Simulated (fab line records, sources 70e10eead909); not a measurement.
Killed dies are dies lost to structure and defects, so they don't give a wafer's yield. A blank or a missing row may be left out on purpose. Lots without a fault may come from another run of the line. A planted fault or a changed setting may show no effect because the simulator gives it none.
fab line records | flow nand_harc
record lots=5 wafers=15 last_day=33
route steps=1302 shown P_GATE@126 END@1302
lots that met no fault: from a run of the same line without faults
start_h: hours from the record's first day to the start of the lot's first wafer shown | wait_h: hours since the lot's step before | " the same as in the row above | L1.1+2: a row that stands for several wafers | - no value, or no start given | * or withheld: withheld | < > ~ a bound
route shown NAME@n: a module of which the file shows steps, and the number in the route of the first | usual: mean/standard deviation of fault-free wafers | same: alike in all rows | chamber/n: place in a boat | sites: the reading at each site | _std_site: their standard deviation | _edge_site: outer sites' mean less inner sites' | radius_mm: how far each site lies from the wafer's centre | mask NAME#n: copy n | behind: the tool/chamber that last shaped the wafer | hold: why the lot was held/for how many hours/how that ended | device: the transistor (n, p or np) that didn't switch | end of line: the same wafers' tests at the end of the route | a step without rows: its recipe alone | killed: dies lost to structure and defects at the first sort, not the wafer's yield | map: a wafer's dies, x killed, . not, _ none there
set.NAME: the setting as run; set.NAME@STEP: as run at that earlier step | model.NAME: the simulator's own value behind a step, which no gauge read
lots at some steps of the route; a table a step, a row a wafer
services: from which hour (start_h, from the record's first day; less than 0 if before it) a tool's chamber was out of use, for how many hours, and why
## steps
# step NHARC_P_GATE_STRIP_15
# recipe time_s=780 temp_c=130 chemistry=SPM
# step NHARC_P_GATE_PRECLEAN_71
# recipe time_s=* temp_c=50 bath_age_min=0 chemistry=SC1
# step NHARC_P_GATE_SRD_72
# step NHARC_P_GATE_OXIDE_16
# recipe target_thk_a=30 temp_c=875 ox_time_s=392 material=SiO2
# step NHARC_P_GATE_CVD_17
# recipe target_thk_a=1500 temp_c=620 time_s=900 material=poly-Si
# step NHARC_P_GATE_HM_DEP_102
# recipe target_thk_a=1200 temp_c=400 material=aC
# usual throttle_valve_pct=35.000/0.0095
# columns lot.wafer tool chamber start_h wait_h throttle_valve_pct
L123.1 acl_dep-01 0 128.53 0.4 35.007
L123.3 " 0 " " 34.998
L123.4 " 0 " " 34.999
L127.2 acl_dep-01 0 179.71 0.5 34.990
L127.4 " 0 " " 35.012
L127.5 " 0 " " 34.993
L137.1 acl_dep-02 0 262.00 0.4 34.990
L137.3 " 0 " " 34.988
L137.4 " 0 " " 35.009
L139.3 acl_dep-03 0 282.73 1.6 34.998
L139.4 " 0 " " 34.996
L139.6 " 0 " " 34.986
L142.3 acl_dep-03 0 321.41 9.6 35.000
L142.5 " 0 " " 35.008
L142.6 " 0 " " 34.979
# step NHARC_P_GATE_DEP_103
# recipe target_thk_a=300 target_thk_nm=30 temp_c=400 flow_sccm=200 rf_w=350 material=SiON
# usual heater_power_w=733/81
# columns lot.wafer tool chamber start_h wait_h heater_power_w
L123.1 pecvd-02 2 129.22 0.6 839
L123.3 " 0 " " 702
L123.4 " 1 " " 606
L127.2 pecvd-04 1 180.29 0.5 752
L127.5 " 0 " " 729
L127.4 " 1 " " 743
L137.1 pecvd-04 0 262.66 0.6 707
L137.3 " 2 " " 856
L137.4 " 2 " " 882
L139.3 pecvd-04 0 283.21 0.4 710
L139.4 " 2 " " 873
L139.6 " 1 " " 743
L142.3 pecvd-03 0 321.90 0.4 794
L142.5 " 2 " " 556
L142.6 " 0 " " 797
# step NHARC_P_GATE_DEHYDRATE_18
# recipe temp_c=150 time_s=120
# step NHARC_P_GATE_HMDS_19
# recipe time_s=30
# step NHARC_P_GATE_COAT_20
# recipe spin_rpm=1500 resist_thk_nm=90
# step NHARC_P_GATE_SOFTBAKE_21
# recipe temp_c=105 time_s=55
# step NHARC_P_GATE_EBR_22
# step NHARC_P_GATE_EXPOSE_23
# recipe na=1.35 target_cd_nm=120 dose_mj=93.91 mask_id=P_GATE
# columns lot.wafer tool chamber start_h wait_h mask
L123.1+3+4 arfi_scanner-01 0 129.60 - P_GATE#0
L127.2+4+5 arfi_scanner-03 0 180.81 - P_GATE_R1#0
L137.1+3+4 arfi_scanner-02 0 263.08 - P_GATE#0
L139.3+4+6 arfi_scanner-02 0 283.75 - P_GATE#0
L142.3+5+6 arfi_scanner-03 0 322.30 - P_GATE#0
# step NHARC_P_GATE_PEB_24
# recipe peb_temp_c=100 peb_time_s=65
# step NHARC_P_GATE_DEVELOP_25
# recipe develop_time_s=35 dev_temp_c=23
# step NHARC_P_GATE_CD_MEAS_26
# recipe target_cd_nm=120 landing_energy_ev=500
# usual cd_nm=120.2/0.61
# columns lot.wafer tool chamber start_h wait_h hold cd_nm
L123.1 cd_sem-03 0 129.74 - - 120.2
L123.3 " 0 " " - 120.3
L123.4 " 0 " " - 120.3
L127.2 cd_sem-03 0 180.94 - await_dispo/0.2h/release 115.3
L127.4 " 0 " " await_dispo/0.2h/release 115.6
L127.5 " 0 " " await_dispo/0.2h/release 114.8
L127.2 cd_sem-03 0 - - - 115.5
L127.4 " 0 " " - 115.6
L127.5 " 0 " " - 115.1
L137.1 cd_sem-03 0 263.22 - - 120.0
L137.3 " 0 " " - 119.6
L137.4 " 0 " " - 119.5
L139.3 cd_sem-02 0 283.89 - - 121.0
L139.4 " 0 " " - 120.9
L139.6 " 0 " " - 121.2
L142.3 cd_sem-02 0 322.43 - - 119.3
L142.5 " 0 " " - 119.6
L142.6 " 0 " " - 120.5
# step NHARC_P_GATE_OVL_MEAS_27
# usual overlay_x_nm=0.1/0.86 overlay_y_nm=0.0/0.89
# columns lot.wafer tool chamber start_h wait_h hold overlay_x_nm overlay_y_nm
L123.1 overlay-01 - 129.83 - - 0.5 1.0
L123.3 " - " " - 1.1 0.4
L123.4 " - " " - 1.0 0.5
L127.2 overlay-01 - 183.59 - await_dispo/2.4h/release 1.0 1.7
L127.4 " - " " await_dispo/2.4h/release 1.0 1.2
L127.5 " - " " await_dispo/2.4h/release 0.8 1.5
L137.1 overlay-01 - 263.31 - - -0.3 -0.9
L137.3 " - " " - -0.3 -1.3
L137.4 " - " " - 0.2 -0.1
L139.3 overlay-01 - 283.97 - - -1.7 -0.2
L139.4 " - " " - -1.5 0.1
L139.6 " - " " - -1.1 -0.3
L142.3 overlay-02 - 322.52 - - 0.3 1.1
L142.5 " - " " - 0.3 1.3
L142.6 " - " " - 0.5 1.4
# step NHARC_P_GATE_INSPECT_28
# usual raw_defect_count=7/3.1
# columns lot.wafer tool chamber start_h wait_h raw_defect_count
L123.1 defect_inspect-02 - 129.86 0.0 5
L123.3 " - " " 9
L123.4 " - " " 6
L127.2 defect_inspect-01 - 183.62 0.0 11
L127.4 " - " " 10
L127.5 " - " " 8
L137.1 defect_inspect-02 - 263.34 0.0 5
L137.3 " - " " 6
L137.4 " - " " 5
L139.3 defect_inspect-01 - 284.01 0.0 11
L139.4 " - " " 10
L139.6 " - " " 9
L142.3 defect_inspect-01 - 322.55 0.0 7
L142.5 " - " " 6
L142.6 " - " " 7
# step NHARC_P_GATE_DESCUM_31
# recipe time_s=3 o2_flow_sccm=200 ar_flow_sccm=0 bias_power_w=0 chemistry=O2
# usual drypump_motor_current_A=5.8/0.58 mfc_ar_sccm=0.014/0.017 oes_product_au=1.000/0.011 rf_vpp_V=57.8/0.88 showerhead_plenum_p_Torr=1.93/0.053 throttle_valve_pct=11.311/0.0092
# columns lot.wafer tool chamber start_h wait_h drypump_motor_current_A mfc_ar_sccm oes_product_au rf_hours_counter_h rf_vpp_V showerhead_plenum_p_Torr throttle_valve_pct model.P_GATE.cd_nm
L123.3 rie_diel-05 3 129.92 0.1 6.2 0.026 1.024 3.2 56.3 1.83 11.307 119.8
L123.4 " 1 " " 5.1 0 1.008 4.5 57.6 1.95 11.300 120.3
L123.1 " 2 " " 6.5 0 1.021 3.5 57.6 1.99 11.309 119.8
L127.2 rie_diel-03 0 183.69 0.1 6.8 0.016 0.997 4.8 59.3 1.94 11.313 116
L127.4 " 2 " " 5.2 0.038 0.984 3.1 57.0 1.90 11.299 115.5
L127.5 " 3 " " 6.4 0 1.001 - 59.1 1.89 11.320 115.4
L137.1 rie_diel-03 1 263.40 0.1 6.0 0 0.996 8.4 58.0 1.82 11.310 120.3
L137.3 " 2 " " 5.2 0.038 1.005 7.3 57.4 1.90 11.313 119.1
L137.4 " 3 " " 6.4 0 1.009 9.0 58.2 1.89 11.322 119.5
L139.4 rie_diel-02 0 284.07 0.1 5.3 0 1.007 2.4 58.2 1.95 11.289 121.1
L139.3 " 2 " " 6.5 0.044 0.975 2.3 58.4 1.90 11.301 120.1
L139.6 " 0 " " 5.3 0 1.016 - 57.0 1.95 11.297 121.2
L142.3 rie_diel-02 2 322.64 0.1 6.5 0.044 0.974 6.1 58.4 1.90 11.309 118.9
L142.6 " 3 " " 5.9 0 0.993 - 57.2 1.95 11.294 120.8
L142.5 " 0 " " 5.3 0 1.005 - 57.5 1.95 11.319 120.3
# step NHARC_P_GATE_ETCH_104
# recipe target_depth_a=600 time_s=withheld cf4_flow_sccm=100 chf3_flow_sccm=30 ar_flow_sccm=0 rf_w=500 bias_w=200 chemistry=CF4/CHF3
# usual drypump_motor_current_A=5.9/0.59 mfc_ar_sccm=0.013/0.017 oes_product_au=0.952/0.024 rf_vpp_V=371.0/1.6 showerhead_plenum_p_Torr=1.59/0.041 throttle_valve_pct=16.802/0.0093
# columns lot.wafer tool chamber start_h wait_h drypump_motor_current_A mfc_ar_sccm oes_product_au rf_vpp_V showerhead_plenum_p_Torr throttle_valve_pct
L123.4 rie_diel-05 3 130.01 0.1 6.2 0.026 0.976 370.2 1.51 16.808
L123.1 " 0 " " 5.0 0.001 0.961 370.8 1.64 16.794
L123.3 " 1 " " 5.1 0 0.997 371.3 1.60 16.826
L127.4 rie_diel-03 2 183.77 0.1 5.2 0.038 0.978 370.2 1.57 16.809
L127.2 " 3 " " 6.4 0 0.969 370.8 1.55 16.790
L127.5 " 1 " " 6.1 0 0.963 367.8 1.50 16.820
L137.3 rie_diel-03 3 263.49 0.1 6.4 0 0.944 370.5 1.55 16.816
L137.4 " 0 " " 6.8 0.016 0.924 371.1 1.59 16.785
L137.1 " 2 " " 5.2 0.038 0.931 369.6 1.57 16.811
L139.3 rie_diel-02 2 284.16 0.1 6.5 0.044 0.911 371.7 1.57 16.797
L139.4 " 1 " " 5.7 0.035 0.931 371.7 1.61 16.819
L139.6 " 3 " " 5.9 0 0.922 371.2 1.60 16.795
L142.3 rie_diel-02 3 322.70 0.1 5.9 0 0.922 371.4 1.60 16.802
L142.6 " 3 " " 5.9 0 0.913 372.6 1.60 16.799
L142.5 " 0 " " 5.3 0 0.922 370.6 1.60 16.809
# step NHARC_P_GATE_HM_OPEN_105
# recipe target_depth_a=3600 o2_flow_sccm=400 cos_flow_sccm=20 ar_flow_sccm=0 rf_w=500 bias_w=300 chemistry=O2/COS
# usual drypump_motor_current_A=5.9/0.59 mfc_ar_sccm=0.013/0.017 oes_product_au=1.002/0.012 rf_vpp_V=467.8/1.8 showerhead_plenum_p_Torr=3.15/0.08 throttle_valve_pct=28.330/0.0098
# columns lot.wafer tool chamber start_h wait_h drypump_motor_current_A mfc_ar_sccm oes_product_au rf_hours_counter_h rf_vpp_V showerhead_plenum_p_Torr throttle_valve_pct
L123.1 rie_diel-05 1 - - 5.1 0 1.010 4.5 467.9 3.18 28.338
L123.3 " 2 " " 6.5 0 1.027 3.5 471.4 3.24 28.338
L123.4 " 3 " " 6.3 0.026 1.013 3.2 464.2 3.00 28.321
L127.2 rie_diel-03 2 - - 5.3 0.038 0.984 3.1 469.0 3.11 28.325
L127.4 " 3 " " 6.4 0 1.002 4.9 466.1 3.08 28.317
L127.5 " 2 " " 5.2 0.038 0.988 - 468.8 3.11 28.333
L137.4 rie_diel-03 0 - - 6.8 0.016 1.006 6.7 469.6 3.16 28.325
L137.1 " 1 " " 6.1 0 0.998 8.4 465.0 2.98 28.342
L137.3 " 3 " " 6.4 0 1.005 9.1 466.6 3.08 28.321
L139.3 rie_diel-02 1 - - 5.8 0.035 1.000 1.9 468.9 3.19 28.330
L139.4 " 2 " " 6.5 0.044 0.979 2.3 467.4 3.11 28.328
L139.6 " 0 " " 5.3 0 1.004 - 468.9 3.17 28.348
L142.3 rie_diel-02 0 - - 5.3 0 0.994 6.1 466.8 3.17 28.336
L142.6 " 2 " " 6.5 0.044 0.974 - 466.3 3.11 28.337
L142.5 " 3 " " 5.9 0 0.995 - 469.4 3.18 28.323
# step NHARC_P_GATE_STRIP_106
# recipe o2_flow_sccm=400 cos_flow_sccm=20 ar_flow_sccm=0 bias_w=0 chemistry=O2/COS
# step NHARC_P_GATE_ETCH_114
# recipe target_depth_a=300 overetch_a=30 time_s=16.5 ion_energy_ev=100 cf4_flow_sccm=80 o2_flow_sccm=20 ar_flow_sccm=0 rf_w=300 bias_w=100 chemistry=CF4/O2
# step NHARC_P_GATE_ETCH_32
# recipe target_depth_a=1500 over_etch_frac=1 over_etch_ion_energy_ev=40 time_s=100.1 hbr_flow_sccm=150 cl2_flow_sccm=50 rf_w=400 icp_w=400 bias_w=100 chemistry=HBr/Cl2
# usual drypump_motor_current_A=5.7/0.47 oes_product_au=1.001/0.0083 throttle_valve_pct=26.404/0.0087
# columns lot.wafer tool chamber start_h wait_h drypump_motor_current_A oes_product_au rf_hours_counter_h throttle_valve_pct model.P_GATE.cd_nm
L123.1 rie_si-03 0 130.40 - 5.8 1.009 0.4 26.407 119.2
L123.4 " 1 " " 6.6 0.988 0.6 26.406 117.1
L123.3 " 2 " " 5.7 0.990 0.5 26.404 118.5
L127.2 rie_si-06 1 184.14 - 6.2 1.001 0.6 26.399 118.9
L127.4 " 0 " " 5.1 0.995 0.6 26.422 115.6
L127.5 " 1 " " 6.2 0.980 - 26.400 114.6
L137.1 rie_si-03 1 263.86 - 6.6 0.985 0.3 26.408 118
L137.4 " 2 " " 5.8 1.003 0.3 26.407 121.9
L137.3 " 3 " " 4.7 0.990 0.2 26.419 121.2
L139.4 rie_si-06 0 284.55 - 5.1 1.008 0.1 26.406 119
L139.3 " 2 " " 5.5 1.025 0.2 26.409 119.4
L139.6 " 0 " " 5.1 1.003 - 26.389 123
L142.3 rie_si-06 3 323.09 - 5.7 1.007 0.2 26.402 125.5
L142.5 " 2 " " 5.5 0.996 - 26.393 119.1
L142.6 " 3 " " 5.7 1.008 - 26.421 125.3
# step NHARC_P_GATE_STRIP_108
# recipe o2_flow_sccm=500 ar_flow_sccm=0 bias_w=0 chemistry=O2
# usual drypump_motor_current_A=5.9/0.59 mfc_ar_sccm=0.012/0.016 oes_product_au=1.002/0.011 rf_vpp_V=57.9/0.87 showerhead_plenum_p_Torr=3.55/0.099 throttle_valve_pct=17.036/0.0097
# columns lot.wafer tool chamber start_h wait_h drypump_motor_current_A mfc_ar_sccm oes_product_au rf_hours_counter_h rf_vpp_V showerhead_plenum_p_Torr throttle_valve_pct
L123.4 rie_diel-03 2 130.56 - 5.2 0.038 0.994 1.5 57.6 3.51 17.035
L123.1 " 3 " " 6.5 0 0.991 1.3 58.4 3.49 17.028
L123.3 " 0 " " 6.8 0.016 0.990 1.3 57.8 3.58 17.018
L127.2 rie_diel-03 2 184.30 - 5.2 0.038 0.983 3.2 59.4 3.51 17.037
L127.4 " 2 " " 5.2 0.038 0.990 - 57.0 3.51 17.025
L127.5 " 1 " " 6.1 0 0.998 - 56.7 3.37 17.044
L137.3 rie_diel-05 2 264.02 - 6.5 0 0.993 1.3 57.5 3.66 17.048
L137.1 " 3 " " 6.3 0.026 1.009 1.2 57.1 3.39 17.021
L137.4 " 1 " " 5.1 0 0.993 0.9 58.9 3.59 17.046
L139.4 rie_diel-05 2 284.69 - 6.5 0 1.003 1.9 58.9 3.66 17.032
L139.3 " 0 " " 5.0 0.001 0.990 1.9 57.6 3.68 17.028
L139.6 " 2 " " 6.5 0 1.004 - 57.4 3.66 17.032
L142.3 rie_diel-03 3 323.27 - 6.4 0 0.997 3.0 57.4 3.48 17.043
L142.5 " 1 " " 6.1 0 0.996 - 56.9 3.37 17.019
L142.6 " 2 " " 5.2 0.038 0.997 - 58.0 3.51 17.039
# step NHARC_END_SORT_01
# recipe temp_c=25
# usual killed_at_array=49/18 killed_at_other=0.8/1 killed_at_periphery=4.2/2.8 killed_dies=54/18 killed_open=3.0/1.7 killed_short=2.5/1.6
# same gross_dies=677
# columns lot.wafer tool chamber start_h wait_h killed_at_array killed_at_other killed_at_periphery killed_dies killed_open killed_short
L127.2 prober-01 0 648.43 2.8 26 1 3 30 2 2
L127.4 prober-01 0 650.03 3.4 44 2 5 51 7 2
L127.5 prober-01 0 650.83 3.7 42 3 0 45 4 4
L139.3 prober-02 0 751.70 3.1 33 0 5 38 2 3
L139.4 prober-02 0 752.49 3.4 24 2 7 33 3 2
L139.6 prober-02 0 754.08 4.0 29 0 5 34 5 3
L142.3 prober-02 0 799.80 3.1 54 1 1 56 1 3
L142.5 prober-02 0 801.39 3.7 47 1 1 49 2 1
L142.6 prober-02 0 802.19 4.0 38 4 4 46 6 3
# killed by level:class
L127.2 A_SLIT:chamber_film_flake=13 A_DECK1_JOINT:chamber_film_flake=2 A_CHANNEL_HOLE_D2:chamber_film_flake=2 A_WL_FILL:chamber_film_flake=2 P_STI:geometric_particle:short=1 P_M0:geometric_particle:open=1 A_DECK1_JOINT:geometric_particle:open=1 A_CHANNEL_FILL_D2:geometric_particle:short=1
L127.4 A_SLIT:chamber_film_flake=14 A_CHANNEL_HOLE_D2:chamber_film_flake=12 A_CHANNEL_HOLE_D1:chamber_film_flake=3 A_WL_FILL:chamber_film_flake=3 A_ONON_D2:geometric_particle:open=2 A_STAIRCASE:chamber_film_flake=2 P_CONTACT:geometric_particle:open=1 P_M0:geometric_particle:open=1
L127.5 A_CHANNEL_HOLE_D2:chamber_film_flake=13 A_SLIT:chamber_film_flake=12 A_CHANNEL_HOLE_D2:geometric_particle:short=2 A_CHANNEL_FILL_D2:geometric_particle:short=2 A_CHANNEL_HOLE_D1:chamber_film_flake=2 A_DECK1_JOINT:chamber_film_flake=2 A_WL_FILL:chamber_film_flake=2 THIN_TSV:chamber_film_flake=2
L139.3 A_SLIT:chamber_film_flake=11 A_CHANNEL_HOLE_D1:chamber_film_flake=5 P_ZERO_WELL:chamber_film_flake=4 A_CONTACT:chamber_film_flake=4 A_STAIRCASE:chamber_film_flake=3 A_DECK1_JOINT:geometric_particle:open=2 A_CHANNEL_HOLE_D2:chamber_film_flake=2 A_CHANNEL_FILL_D2:chamber_film_flake=2
L139.4 A_CHANNEL_HOLE_D1:chamber_film_flake=7 A_STAIRCASE:chamber_film_flake=4 A_CONTACT:chamber_film_flake=4 P_GATE:chamber_film_flake=3 A_ONON_D2:geometric_particle:short=2 P_ZERO_WELL:chamber_film_flake=2 A_SLIT:chamber_film_flake=2 THIN_TSV:chamber_film_flake=2
L139.6 A_CHANNEL_HOLE_D1:chamber_film_flake=6 A_SLIT:chamber_film_flake=4 A_STAIRCASE:chamber_film_flake=3 A_CONTACT:chamber_film_flake=3 A_CHANNEL_FILL_D1:geometric_particle:short=2 P_ZERO_WELL:chamber_film_flake=2 A_ZERO_WELL:chamber_film_flake=2 A_CHANNEL_FILL_D2:chamber_film_flake=2
L142.3 A_SLIT:chamber_film_flake=33 A_CHANNEL_HOLE_D1:chamber_film_flake=8 A_WL_FILL:chamber_film_flake=4 A_CONTACT:chamber_film_flake=4 A_ONON_D2:geometric_particle:short=1 A_CHANNEL_FILL_D2:geometric_particle:short=1 A_WL_FILL:geometric_particle:short=1 A_BLC:geometric_particle:open=1
L142.5 A_SLIT:chamber_film_flake=27 A_CHANNEL_HOLE_D1:chamber_film_flake=8 A_CONTACT:chamber_film_flake=4 A_WL_FILL:chamber_film_flake=3 A_ONON_D2:geometric_particle:short=1 A_CHANNEL_FILL_D2:geometric_particle:open=1 A_M0:geometric_particle:open=1 P_CONTACT:chamber_film_flake=1
L142.6 A_SLIT:chamber_film_flake=14 A_CHANNEL_HOLE_D1:chamber_film_flake=5 THIN_TSV:chamber_film_flake=4 A_CHANNEL_HOLE_D2:chamber_film_flake=3 A_SGD_CUT:chamber_film_flake=3 A_CHANNEL_FILL_D1:chamber_film_flake=2 A_CONTACT:chamber_film_flake=2 P_CONTACT:geometric_particle:open=1
## services
# columns tool chamber start_h hours kind
acl_dep-01 - 114.39 2.7 repair
acl_dep-03 - 119.57 13.0 pm
rie_si-06 1 120.44 9.2 repair
arfi_scanner-02 - 124.09 0.8 repair
rie_diel-03 0 134.75 12.1 repair
arfi_scanner-02 - 140.00 4.0 pm
rie_diel-03 2 144.58 12.4 repair
arfi_scanner-02 - 170.41 15.5 repair
rie_diel-05 0 182.38 3.2 repair
rie_diel-02 1 185.47 4.4 repair
acl_dep-01 - 186.40 13.0 pm
arfi_scanner-03 - 187.83 0.8 repair
arfi_scanner-03 - 196.00 4.0 pm
rie_diel-02 - 216.70 9.0 pm
rie_si-03 - 221.00 9.0 pm
rie_diel-05 - 229.62 9.0 pm
rie_si-06 - 249.00 9.0 pm
rie_diel-03 0 250.38 7.5 repair
acl_dep-03 - 267.13 5.3 repair
rie_diel-03 - 281.30 9.0 pm
pecvd-04 - 284.95 13.0 pm
arfi_scanner-03 - 290.86 3.0 repair
arfi_scanner-03 - 294.92 0.6 repair
acl_dep-01 - 302.08 41.7 repair
## key
first_sign step=NHARC_P_GATE_EXPOSE_23 reading=mask direction=changed
effect step=NHARC_P_GATE_CD_MEAS_26 reading=visit direction=added
effect step=NHARC_P_GATE_CD_MEAS_26 reading=cd_nm direction=down sigmas=8.2 usual=120.2 struck=115.2
model_effect step=NHARC_P_GATE_DESCUM_31 value=P_GATE.cd_nm without=120.7 struck=115.6
model_effect step=NHARC_P_GATE_ETCH_32 value=P_GATE.cd_nm without=121.4 struck=116.4
met_at NHARC_P_GATE_EXPOSE_23
struck_wafers L127.2,L127.4,L127.5
tester_left_out L127
fault kind=wrong_mask tool=any chamber=- onset_h=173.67 steps=NHARC_P_GATE_EXPOSE_23 aux_copy=P_GATE_R1#0 cd_offset_nm=-5.0301 scope=struck_lots_only
# tester_left_out: of these lots the tester's yield and bins aren't shown, on N5 and GAA mostly nor the transistor test; their killed dies are dies lost to structure and defects alone, not to doping, threshold or leakage, so they don't give the yield
